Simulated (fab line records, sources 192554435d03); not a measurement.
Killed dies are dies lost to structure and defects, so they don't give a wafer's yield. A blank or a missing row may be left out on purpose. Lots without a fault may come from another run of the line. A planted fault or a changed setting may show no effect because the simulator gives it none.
Which tool did it? | flow n5_finfet | 24 lots, 72 wafers sampled, at 2 steps of a route of 1938

WHAT THE GAUGES READ, wafer by wafer
N5_SDB_OVL_MEAS_12. Usual: SDB_OVL 0.6 nm, standard deviation 0.78.
lot  | measured    | on         | SDB_OVL (nm)   | flag
L074 | day 3 18:29 | overlay-02 | -0.5 0.2 -0.6  |
L076 | day 4 04:20 | overlay-01 | 0.1 -0.2 0.9   |
L075 | day 4 04:31 | overlay-02 | 0.8 0.3 0.6    |
L077 | day 4 12:44 | overlay-01 | -0.5 0.2 -1.1  |
L078 | day 4 17:02 | overlay-01 | 0.4 0.5 1.4    |
L079 | day 5 02:46 | overlay-02 | 2.3 0.4 0.3    |
L081 | day 5 15:08 | overlay-02 | -0.3 -1.2 0.4  |
L080 | day 5 16:34 | overlay-02 | 0.9 1.7 0.4    |
L082 | day 5 22:16 | overlay-01 | 0.5 -0.1 1.1   |
L083 | day 6 01:34 | overlay-02 | 0.8 0.8 0.6    |
L084 | day 6 09:18 | overlay-01 | 0.3 0.7 0.5    |
L085 | day 6 16:54 | overlay-01 | 1.7 2.1 0.5    |
L086 | day 6 19:55 | overlay-02 | -0.6 -1.1 -0.8 |
L088 | day 7 04:11 | overlay-02 | 1.1 1.1 0.4    |
L087 | day 7 06:25 | overlay-02 | 0.7 -0.6 1.2   |
L089 | day 7 12:30 | overlay-02 | 0.4 2.4 1.3    |
L090 | day 7 16:52 | overlay-01 | 1.0 0.6 0.3    |
L091 | day 8 00:15 | overlay-02 | -0.2 0.2 1.4   |
L092 | day 8 03:14 | overlay-02 | 0.6 0.3 -0.2   |
L093 | day 8 12:10 | overlay-01 | 1.8 1.5 0.8    |
L094 | day 8 19:19 | overlay-02 | 0.3 0.8 0.9    |
L095 | day 9 01:22 | overlay-01 | 1.6 0.0 2.0    |
L096 | day 9 07:52 | overlay-02 | 1.8 1.6 1.4    |
L097 | day 9 13:23 | overlay-02 | -0.3 -0.8 1.5  |

N5_HKMG_FIN_OVL_MEAS_13. Usual: NWFM_OVL 0.9 nm, standard deviation 0.73.
lot  | measured    | on         | NWFM_OVL (nm)  | flag
L074 | day 4 03:54 | overlay-01 | 1.3 0.7 1.6    |
L076 | day 4 13:59 | overlay-02 | 1.3 0.1 1.4    |
L075 | day 4 14:13 | overlay-02 | 1.5 1.4 1.4    |
L077 | day 4 21:50 | overlay-02 | 0.6 1.6 2.1    |
L078 | day 5 02:23 | overlay-02 | -0.1 1.3 0.1   |
L079 | day 5 12:19 | overlay-02 | -0.3 -0.3 -0.2 |
L081 | day 6 00:08 | overlay-01 | 1.6 0.7 1.7    |
L080 | day 6 01:55 | overlay-02 | 0.9 0.3 1.0    |
L082 | day 6 07:55 | overlay-01 | 0.0 1.5 0.9    |
L083 | day 6 10:27 | overlay-01 | 1.4 1.5 0.2    |
L084 | day 6 19:55 | overlay-01 | 0.0 0.6 1.9    |
L085 | day 7 02:05 | overlay-02 | -0.2 0.4 -0.1  |
L086 | day 7 04:58 | overlay-02 | 0.8 1.2 0.9    |
L088 | day 7 13:10 | overlay-02 | 0.9 0.6 1.4    |
L087 | day 7 15:44 | overlay-02 | 1.0 1.0 0.3    |
L089 | day 7 21:35 | overlay-02 | 0.0 0.2 0.0    |
L090 | day 8 02:46 | overlay-01 | 1.3 -0.3 0.1   |
L091 | day 8 11:02 | overlay-02 | 0.8 0.8 0.6    |
L092 | day 8 13:00 | overlay-02 | 0.2 0.3 1.9    |
L093 | day 8 21:34 | overlay-02 | 1.0 1.8 2.1    |
L094 | day 9 05:58 | overlay-01 | 0.0 0.7 0.0    |
L095 | day 9 10:33 | overlay-02 | 1.1 3.0 1.2    |
L096 | day 9 17:51 | overlay-01 | 0.3 0.6 1.4    |
L097 | day 9 23:07 | overlay-01 | 2.0 0.5 1.6    |

WHICH TOOL RAN EACH LOT (tool, then ch and the chambers of the sampled wafers, then the start)
The record holds no process step before these readings.

WHAT THE TOOLS THEMSELVES READ (means of the sampled wafers that have a number; where no wafer has one, the mark that the record gives instead)
The record holds no such reading with a usual standard deviation.

THE ANSWER, worked out from the rows above alone
Rule: a lot is off if the mean of its wafers that have a number lies more than 3 standard deviations from the usual mean. A lot without any number at a reading at which 4 lots or more have one is off too. The other lots that the step has rows for count as sound. The gauges are gone through in route order, then the tools' own readings, and for those a lot's mean is taken as printed above. The first step at which some lot is off is used, and at that step the reading that is off furthest; a lot without a number counts as furthest.
No lot is off at any reading shown: from this, nothing can be told.

WHAT THE SIMULATOR HAD PUT IN
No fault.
